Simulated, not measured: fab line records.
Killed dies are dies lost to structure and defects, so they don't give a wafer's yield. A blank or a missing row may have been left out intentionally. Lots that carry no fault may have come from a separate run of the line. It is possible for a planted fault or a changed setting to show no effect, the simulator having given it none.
A struck lot beside a sound one | flow nand harc | 15 steps out of a route of 1302
Sound: the wafers L281.2, L281.4, L281.6. Struck: wafer L292.2 (left out: L292.3, L292.4 of the same lot, which were not struck); the cause appears at the end.
Per side, at each step with rows, come the tool, then ch with its chambers, and then its first start. Under that, the readings that differ: sound wafers | struck wafers | difference of the means | sigmas: that difference in standard deviations of wafers without a fault.
alike: readings whose means differ by less than 2 such deviations, and words and numbers that are the same on both sides. not compared: withheld readings, readings that some wafer has no value for, bounds like >300 that may hide the same value, and numbers for which the record gives no deviation and whose values overlap.
A row with sigmas, a row that says differs or no value, or rows on one side alone: a step with any of these is where the two part. When numbers do not overlap yet have no deviation, they are printed without sigmas and do not part them. Lack of a reading on every wafer of one side parts them only where that side has two or more wafers.

first, 10 steps without rows for these wafers: NHARC_P_ZERO_WELL_IMPLANT_60; NHARC_P_ZERO_WELL_STRIP_41 (strips in SPM, time 840 s); NHARC_P_ZERO_WELL_DEHYDRATE_44 (time 120 s); NHARC_P_ZERO_WELL_HMDS_45 (time 30 s); NHARC_P_ZERO_WELL_COAT_46; NHARC_P_ZERO_WELL_SOFTBAKE_47 (time 95 s); NHARC_P_ZERO_WELL_EBR_48; NHARC_P_ZERO_WELL_EXPOSE_49 (exposes mask P HVPW, target cd 2000 nm); NHARC_P_ZERO_WELL_PEB_50 (peb time 85 s); NHARC_P_ZERO_WELL_DEVELOP_51 (time 70 s).
NHARC_P_ZERO_WELL_CD_MEAS_52: the cd target is 2000 nm.
  sound on cd sem-01 ch 0, day 3 08:44; struck on cd sem-03 ch 0, day 7 21:23
  alike: cd nm
then, 1 step without rows for these wafers: NHARC_P_ZERO_WELL_HARDBAKE_53 (time 80 s).
NHARC_P_ZERO_WELL_DESCUM_54: chemistry O2, time 3 s.
  sound on rie diel-08 ch 2,3, day 3 08:54; struck on rie diel-08 ch 2, day 7 21:34
  reading                         | sound                | struck | difference | sigmas
  o2 flow sccm (sccm)             | 199.9 199.9 201.0    | 240.7  | +40.4      | +67
  showerhead plenum p Torr (Torr) | 1.87 1.81 1.81       | 2.04   | +0.21      | +2
  throttle valve pct (%)          | 11.304 11.327 11.321 | 12.230 | +0.913     | +98
  alike: drypump motor current A, oes product au, rf vpp V
  not compared: rf hours counter h
then, 2 steps without rows for these wafers: NHARC_P_ZERO_WELL_IMPLANT_55; NHARC_END_SORT_01.

## WHERE THEY PART
Within this record, at NHARC_P_ZERO_WELL_DESCUM_54 only.

WHY: what the simulator had put in
rie diel-08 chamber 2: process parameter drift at NHARC_P_ZERO_WELL_DESCUM_54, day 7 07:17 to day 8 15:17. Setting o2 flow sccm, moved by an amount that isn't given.
